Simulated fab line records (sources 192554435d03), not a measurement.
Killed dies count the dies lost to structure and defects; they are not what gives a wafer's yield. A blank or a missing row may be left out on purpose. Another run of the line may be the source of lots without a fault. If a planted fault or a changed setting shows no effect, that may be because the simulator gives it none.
fab line records	flow n5_finfet
record: lots: 10	wafers: 28	last_day: 18
route steps=1938 shown BEOL_M7@1301 BEOL_M8@1349
lots untouched by any fault: they come from a run of this same line in which no faults occurred
start_h: the number of hours between the record's first day and the start of the first shown wafer of the lot	wait_h: hours elapsed since this lot's preceding step	" identical to the entry in the row above	L1.1+2: a single row standing in for several wafers	- either no value or no given start	* or withheld: withheld	< > ~ a bound
route shown NAME@n: a module of which the file shows steps, and the number in the route of the first	usual: mean/standard deviation taken from wafers without a fault	same: alike in all rows	chamber/n: place in a boat	sites: the reading at each site	_std_site: standard deviation across them	_edge_site: mean of outer sites minus mean of inner sites	radius_mm: how far each site lies from the wafer's centre	mask NAME#n: copy n	behind: the last tool/chamber to shape the wafer	hold: why the lot was held/for how many hours/how that ended	device: whichever transistor did not switch (one of n, p or np)	end of line: the route-end tests of the same wafers	for a step that has no rows: nothing shown but its recipe	killed: dies lost to structure and defects at the first sort, not the wafer's yield	map: a wafer's dies, marking killed ones x, the rest . and places with no die _
set.NAME: setting as actually run; set.NAME@STEP: the setting as run at that earlier step	model.NAME: the simulator's own value behind a step, which no gauge read
route steps across a sampled set of lots; one table per step, one row per wafer
services: the hour from which a tool's chamber was out of use, counted from the record's first day as start_h (under 0 if before that day), plus the number of hours and why
== steps ==
step: N5_BEOL_M7_ETCH_65
recipe: chemistry: CF4	target: SiARC	target_depth_a: 156	mask_material: CAR-EUV	time_s: 26	ion_energy_ev: 80	pressure_mtorr: 40	source_w: 545	bias_w: 36	Ar_flow_sccm: 100	cf4_flow_sccm: 100	ends: cleared
usual: drypump_motor_current_A: 5.8/0.57	etch_rf_on_time_s: 25.8/0.33	oes_product_au: 0.68/0.077	rf_vpp_V: 184.4/1.3	showerhead_plenum_p_Torr: 2.16/0.079	throttle_valve_pct: 15.58/0.19
lot.wafer	tool	chamber	start_h	wait_h	drypump_motor_current_A	etch_rf_on_time_s	oes_product_au	rf_hours_counter_h	rf_vpp_V	showerhead_plenum_p_Torr	throttle_valve_pct
L551.3	rie_diel-03	2	193.50	0.0	5.5	25.8	0.63	189	183.1	2.13	15.76
L551.4	"	1	"	"	6.1	26.0	0.62	145	185.2	2.23	15.72
L551.5	"	3	"	"	6.4	25.7	0.77	-	186.4	2.28	15.22
L556.1	rie_diel-03	2	224.18	0.0	5.4	26.0	0.61	201	184.9	2.13	15.78
L556.4	"	0	"	"	5.1	25.9	0.62	180	182.8	2.05	15.54
L556.6	"	0	"	"	5.1	25.9	0.62	-	183.5	2.05	15.54
L554.1	rie_diel-04	0	226.99	0.0	5.4	25.8	0.65	173	185.6	2.22	15.78
L554.3	"	2	"	"	6.1	25.6	0.60	242	184.2	2.11	15.84
L554.6	"	0	"	"	5.4	25.8	0.65	-	183.9	2.22	15.81
L555.1	rie_diel-04	1	227.47	0.0	5.4	25.3	0.79	23	185.4	2.19	15.49
L555.4	"	0	"	"	5.4	26.0	0.65	173	186.1	2.22	15.80
L555.5	"	2	"	"	6.1	26.2	0.59	-	183.5	2.11	15.84
L558.1	rie_diel-03	1	244.78	0.0	6.1	26.4	0.61	163	185.2	2.22	15.74
L558.2	"	0	"	"	5.1	26.0	0.61	188	182.8	2.05	15.56
L559.1	rie_diel-03	1	251.42	0.0	6.1	26.1	0.61	165	186.0	2.22	15.76
L559.6	"	1	"	"	6.1	26.1	0.61	-	184.4	2.22	15.77
L567.3	rie_diel-01	3	298.16	0.0	6.2	25.7	0.64	141	183.1	2.06	15.49
L567.4	"	2	"	"	6.6	25.1	0.76	27	184.0	2.09	15.54
L567.5	"	0	"	"	5.8	25.3	0.75	-	185.2	2.26	15.40
L569.2	rie_diel-03	1	306.10	0.0	6.1	26.3	0.60	183	185.7	2.21	15.79
L569.3	"	2	"	"	5.5	26.0	0.60	228	184.5	2.12	15.83
L569.5	"	2	"	"	5.5	25.9	0.60	-	183.1	2.12	15.82
L572.2	rie_diel-04	0	330.63	0.0	5.4	26.1	0.62	210	183.2	2.21	15.87
L572.3	"	1	"	"	5.4	25.3	0.73	57	184.6	2.18	15.56
L572.4	"	3	"	"	6.8	25.5	0.82	3	184.9	2.28	15.15
L574.2	rie_diel-03	0	340.26	0.0	5.1	25.9	0.60	210	183.3	2.04	15.61
L574.3	"	2	"	"	5.5	26.0	0.60	239	183.0	2.11	15.84
L574.4	"	3	"	"	6.4	26.0	0.71	64	186.6	2.26	15.35
step: N5_BEOL_M8_ETCH_61
recipe: chemistry: CF4	target: SiARC	target_depth_a: 455	mask_material: CAR-ArF	time_s: 75.8	ion_energy_ev: 80	pressure_mtorr: 40	source_w: 545	bias_w: 36	Ar_flow_sccm: 100	cf4_flow_sccm: 100	ends: cleared
usual: drypump_motor_current_A: 5.7/0.45	etch_rf_on_time_s: 75.8/1.2	oes_product_au: 0.68/0.075	rf_vpp_V: 184.3/1.3	showerhead_plenum_p_Torr: 2.16/0.083	throttle_valve_pct: 15.62/0.24
lot.wafer	tool	chamber	start_h	wait_h	drypump_motor_current_A	etch_rf_on_time_s	oes_product_au	rf_hours_counter_h	rf_vpp_V	showerhead_plenum_p_Torr	throttle_valve_pct
L551.3	rie_diel-06	3	199.37	0.0	5.7	73.3	0.74	43	185.6	2.26	15.40
L551.4	"	0	"	"	5.8	75.7	0.58	241	184.4	2.10	15.99
L551.5	"	0	"	"	5.8	75.6	0.57	-	182.7	2.10	16.01
L556.1	rie_diel-02	0	230.03	0.0	6.3	76.0	0.62	192	184.8	2.12	15.48
L556.4	"	1	"	"	6.6	76.2	0.68	-	185.4	2.25	15.39
L556.6	"	0	"	"	6.4	74.8	0.63	-	183.3	2.12	15.45
L554.1	rie_diel-05	1	234.41	0.0	5.2	76.8	0.68	97	184.0	2.16	15.89
L554.3	"	2	"	"	5.5	76.4	0.73	30	185.6	2.27	15.41
L554.6	"	1	"	"	5.2	75.9	0.68	-	184.7	2.16	15.89
L555.1	rie_diel-05	3	234.96	0.0	4.8	77.1	0.58	216	184.9	2.21	15.74
L555.4	"	0	"	"	5.9	74.0	0.75	45	184.0	2.09	15.23
L555.5	"	1	"	"	5.2	76.0	0.68	-	183.4	2.16	15.87
L558.1	rie_diel-05	3	251.95	0.0	4.9	48.1	0.77	223	185.6	2.20	15.78
L558.2	"	0	"	"	5.9	46.0	1.01	51	183.9	2.09	15.23
L559.1	rie_diel-05	0	256.58	0.0	5.9	45.3	1.01	53	184.6	2.09	15.24
L559.6	"	1	"	"	5.2	75.2	0.68	-	184.6	2.16	15.90
L567.3	rie_diel-02	1	304.34	0.0	6.6	75.3	0.66	123	184.8	2.24	15.42
L567.4	"	3	"	"	5.8	77.1	0.77	23	182.0	2.09	15.30
L567.5	"	2	"	"	5.9	77.3	0.59	-	183.2	2.19	15.65
L569.2	rie_diel-06	0	310.77	0.0	5.8	77.3	0.77	16	184.1	2.10	15.55
L569.3	"	1	"	"	5.9	74.5	0.74	52	185.7	2.26	15.80
L569.5	"	2	"	"	5.1	76.6	0.59	-	182.8	2.03	16.04
L572.2	rie_diel-06	0	337.94	0.0	5.8	77.7	0.75	26	183.3	2.09	15.57
L572.3	"	2	"	"	5.1	77.6	0.57	248	183.2	2.02	16.05
L572.4	"	1	"	"	5.9	75.0	0.74	62	187.2	2.26	15.81
L574.2	rie_diel-02	1	348.31	0.0	6.5	75.7	0.65	140	184.4	2.23	15.47
L574.3	"	0	"	"	6.4	75.6	0.59	236	184.3	2.11	15.58
L574.4	"	1	"	"	6.5	75.1	0.66	-	184.8	2.23	15.46
step: N5_BEOL_M8_STRIP_67
recipe: chemistry: CF4	resist: SiARC	power_w: 300	bias_power_w: 75	pressure_mtorr: 50	cf4_flow_sccm: 150	rf_frequency_hz: 6e+07
usual: drypump_motor_current_A: 5.7/0.45	oes_product_au: 0.80/0.085	rf_vpp_V: 271.5/1.6	showerhead_plenum_p_Torr: 1.82/0.069	throttle_valve_pct: 13.60/0.25
lot.wafer	tool	chamber	start_h	wait_h	drypump_motor_current_A	oes_product_au	rf_hours_counter_h	rf_vpp_V	showerhead_plenum_p_Torr	throttle_valve_pct
L551.3	rie_diel-06	3	199.58	0.0	5.7	0.86	43	272.9	1.89	13.37
L551.4	"	0	"	"	5.8	0.67	241	269.8	1.76	14.01
L551.5	"	0	"	"	5.8	0.68	-	271.2	1.76	14.00
L556.1	rie_diel-02	0	230.23	0.0	6.4	0.74	192	269.2	1.78	13.47
L556.4	"	1	"	"	6.6	0.80	-	273.9	1.89	13.39
L556.6	"	0	"	"	6.4	0.73	-	270.3	1.78	13.49
L554.1	rie_diel-05	1	234.61	0.0	5.2	0.80	97	271.4	1.82	13.83
L554.3	"	2	"	"	5.5	0.87	30	273.1	1.90	13.38
L554.6	"	1	"	"	5.2	0.80	-	271.4	1.82	13.85
L555.1	rie_diel-05	3	235.16	0.0	4.9	0.69	216	270.3	1.85	13.78
L555.4	"	0	"	"	5.9	0.87	45	269.9	1.75	13.20
L555.5	"	1	"	"	5.2	0.80	-	271.9	1.82	13.83
L558.1	rie_diel-05	3	252.15	0.0	4.8	0.69	223	273.7	1.85	13.80
L558.2	"	0	"	"	5.9	0.86	51	270.9	1.75	13.21
L559.1	rie_diel-05	0	256.78	0.0	5.9	0.86	53	269.6	1.75	13.21
L559.6	"	1	"	"	5.2	0.79	-	270.4	1.81	13.86
L567.3	rie_diel-02	1	304.54	0.0	6.5	0.77	123	273.4	1.88	13.45
L567.4	"	3	"	"	5.7	0.91	23	270.4	1.75	13.24
L567.5	"	2	"	"	5.9	0.71	-	272.5	1.84	13.68
L569.2	rie_diel-06	0	310.97	0.0	5.8	0.90	16	270.4	1.76	13.47
L569.3	"	1	"	"	5.9	0.87	52	271.1	1.90	13.73
L569.5	"	2	"	"	5.1	0.68	-	268.3	1.70	14.04
L572.2	rie_diel-06	0	338.14	0.0	5.8	0.88	26	268.9	1.75	13.52
L572.3	"	2	"	"	5.1	0.69	248	269.4	1.70	14.06
L572.4	"	1	"	"	5.9	0.87	62	273.0	1.90	13.77
L574.2	rie_diel-02	1	348.51	0.0	6.6	0.76	140	272.5	1.88	13.50
L574.3	"	0	"	"	6.4	0.70	237	270.4	1.76	13.59
L574.4	"	1	"	"	6.6	0.75	-	272.3	1.88	13.50
step: N5_BEOL_M8_HM_OPEN_17
recipe: chemistry: Cl2/BCl3	target_depth_a: 200	overetch_a: 60	target: TiN	mask_material: SOC	ion_energy_ev: 150	pressure_mtorr: 10	icp_w: 1000	bias_w: 126	Cl2_flow_sccm: 53.25	bcl3_flow_sccm: 21.75	Ar_flow_sccm: 25
usual: drypump_motor_current_A: 5.79/0.28	he_backside_leak_sccm: 3.33/0.18	oes_product_au: 0.66/0.085	throttle_valve_pct: 22.12/0.16
lot.wafer	tool	chamber	start_h	wait_h	drypump_motor_current_A	he_backside_leak_sccm	oes_product_au	rf_hours_counter_h	throttle_valve_pct
L551.3	rie_metal-01	1	199.65	0.1	6.34	3.34	0.63	-	22.04
L551.4	"	0	"	"	5.71	3.56	0.80	-	22.01
L551.5	"	0	"	"	5.70	3.29	0.80	-	22.00
L556.1	rie_metal-03	0	230.27	0.0	5.97	3.42	0.59	82	21.94
L556.4	"	1	"	"	5.77	3.20	0.54	-	22.49
L556.6	"	0	"	"	6.00	3.36	0.60	-	21.91
L554.1	rie_metal-03	0	234.66	0.0	5.99	3.36	0.58	82	21.96
L554.3	"	0	"	"	5.99	3.42	0.58	-	21.96
L554.6	"	0	"	"	6.00	3.39	0.59	-	21.95
L555.1	rie_metal-01	1	235.20	0.0	6.35	3.47	0.64	52	22.03
L555.4	"	1	"	"	6.38	3.44	0.63	-	22.03
L555.5	"	0	"	"	5.73	3.41	0.80	-	22.01
L558.1	rie_metal-01	0	252.19	0.0	5.73	3.28	0.78	10	22.02
L558.2	"	1	"	"	6.37	3.43	0.64	54	22.04
L559.1	rie_metal-02	1	256.82	0.0	5.52	3.46	0.62	58	22.10
L559.6	"	0	"	"	5.40	3.07	0.73	-	22.26
L567.3	rie_metal-02	1	304.62	0.1	5.46	3.55	0.60	-	22.13
L567.4	"	0	"	"	5.40	3.00	0.72	-	22.30
L567.5	"	0	"	"	5.38	3.08	0.71	-	22.30
L569.2	rie_metal-01	0	311.05	0.1	5.71	3.81	0.74	-	22.04
L569.3	"	0	"	"	5.71	3.43	0.74	-	22.05
L569.5	"	0	"	"	5.73	3.39	0.75	-	22.06
L572.2	rie_metal-02	0	338.19	0.0	5.38	3.37	0.70	28	22.30
L572.3	"	1	"	"	5.51	3.46	0.60	-	22.13
L572.4	"	0	"	"	5.40	3.18	0.71	-	22.30
L574.2	rie_metal-02	0	348.55	0.0	5.37	3.13	0.71	29	22.29
L574.3	"	0	"	"	5.38	3.29	0.72	-	22.30
L574.4	"	1	"	"	5.49	3.54	0.60	-	22.12
== services ==
tool	chamber	start_h	hours	kind
rie_diel-06	1	170.03	-	clean
rie_diel-06	1	170.03	-	consumable_replace:focus_ring
rie_diel-06	1	170.03	-	consumable_replace:showerhead
rie_diel-06	1	170.03	12.2	scheduled_down
rie_diel-06	1	170.03	12.2	vent_cycle
rie_diel-03	1	175.27	12.3	repair
rie_diel-04	3	193.45	8.9	repair
rie_diel-06	0	200.31	15.8	repair
rie_diel-04	-	211.67	2.8	pm
rie_diel-01	-	217.33	9.7	repair
rie_diel-04	-	217.33	2.1	repair
rie_diel-02	3	221.54	-	clean
rie_diel-02	3	221.54	-	consumable_replace:focus_ring
rie_diel-01	-	229.97	2.8	pm
rie_diel-04	1	239.23	6.4	repair
rie_diel-06	0	247.37	-	clean
rie_diel-01	3	284.47	7.4	repair
rie_metal-01	1	302.94	43.3	repair
rie_diel-05	0	304.59	5.7	repair
rie_diel-06	3	310.47	18.0	repair
rie_diel-05	3	328.62	-	clean
rie_diel-05	3	328.62	-	consumable_replace:focus_ring
rie_diel-05	3	328.62	14.2	scheduled_down
rie_diel-05	3	328.62	14.2	vent_cycle
== key ==
first_sign: step: N5_BEOL_M8_ETCH_61	reading: etch_rf_on_time_s	direction: down	sigmas: 24	usual: *	struck: *
effect: step: N5_BEOL_M8_ETCH_61	reading: oes_product_au	direction: up	sigmas: 3.3	usual: 0.68	struck: 0.93
met_at N5_BEOL_M8_ETCH_61
struck_lots L558,L559
struck_wafers L558.1,L558.2,L559.1
not_acting_at N5_BEOL_M7_ETCH_65,N5_BEOL_M8_STRIP_67,N5_BEOL_M8_HM_OPEN_17
onset_between 234.96 251.95
fault: kind: process_parameter_drift	tool: rie_diel-05	chamber: -	onset_h: 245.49	steps: N5_BEOL_M8_ETCH_61	channel: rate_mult	offset: 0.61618	shape: step	end_h: 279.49	scope: struck_wafers_only
